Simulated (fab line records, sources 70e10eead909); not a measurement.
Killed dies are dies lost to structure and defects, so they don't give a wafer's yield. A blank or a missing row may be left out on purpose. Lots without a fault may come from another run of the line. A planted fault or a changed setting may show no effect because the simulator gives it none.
Chamber matching | flow nand_harc | NHARC_THIN_TSV_DEP_47 on pecvd-03: 3 sister chambers
The step deposits SiO2, target thk 200 nm. 16 wafers are shown with their chamber, then 8 later ones without.

WAFERS WITH THEIR CHAMBER
wafer  | chamber | throttle_valve_pct (%) | chamber_pressure_Torr (Torr)
L075.2 | 0       | 15.0                   | 6.493
L075.4 | 0       | 15.3                   | 6.513
L075.6 | 2       | 15.9                   | 6.464
L081.2 | 2       | 15.9                   | 6.525
L081.3 | 1       | 16.5                   | 6.488
L081.5 | 2       | 16.1                   | 6.541
L084.1 | 1       | 16.4                   | 6.509
L084.3 | 0       | 15.4                   | 6.487
L084.6 | 2       | 16.1                   | 6.488
L083.1 | 0       | 15.2                   | 6.477
L083.5 | 2       | 16.1                   | 6.530
L083.6 | 0       | 15.0                   | 6.491
L086.4 | 1       | 16.2                   | 6.506
L086.5 | 2       | 16.4                   | 6.489
L086.6 | 0       | 15.6                   | 6.514
L090.1 | 2       | 16.4                   | 6.535

SIGNATURES (means of the wafers above)
reading               | chamber 0 | chamber 1 | chamber 2 | scatter within a chamber
throttle_valve_pct    | 15.250    | 16.367    | 16.129    | 0.21
chamber_pressure_Torr | 6.49583   | 6.50100   | 6.51029   | 0.0225
Rule: a wafer's distance from a chamber is the root of the sum, over the readings, of the square of ((its reading less the chamber's mean) divided by the reading's scatter). The wafer belongs to the nearest chamber; if the next one is less than 2 further off, it can't be placed. The scatter: the root of (the sum of the squares of (reading less its chamber's mean) over the shown wafers, divided by (wafers less chambers)).

WAFERS WITHOUT THEIR CHAMBER
wafer  | throttle_valve_pct (%) | chamber_pressure_Torr (Torr)
L090.3 | 15.3                   | 6.527
L090.4 | 15.2                   | 6.515
L095.2 | 16.8                   | 6.501
L095.4 | 16.6                   | 6.488
L095.5 | 15.9                   | 6.492
L096.4 | 16.8                   | 6.501
L096.5 | 15.2                   | 6.502
L096.6 | 15.7                   | 6.476

WHICH CHAMBER EACH WENT THROUGH
wafer  | from the rows above          | in truth
L090.3 | 0                            | 0
L090.4 | 0                            | 0
L095.2 | can't be placed: 1 or 2      | 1
L095.4 | can't be placed: 1 or 2      | 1
L095.5 | can't be placed: 2 or 1 or 0 | 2
L096.4 | can't be placed: 1 or 2      | 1
L096.5 | 0                            | 0
L096.6 | can't be placed: 0 or 2 or 1 | 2
Placed correctly: 3 of 8. Can't be placed from these rows: 5 (the true chamber is among the candidates in 5). Placed wrongly: 0.
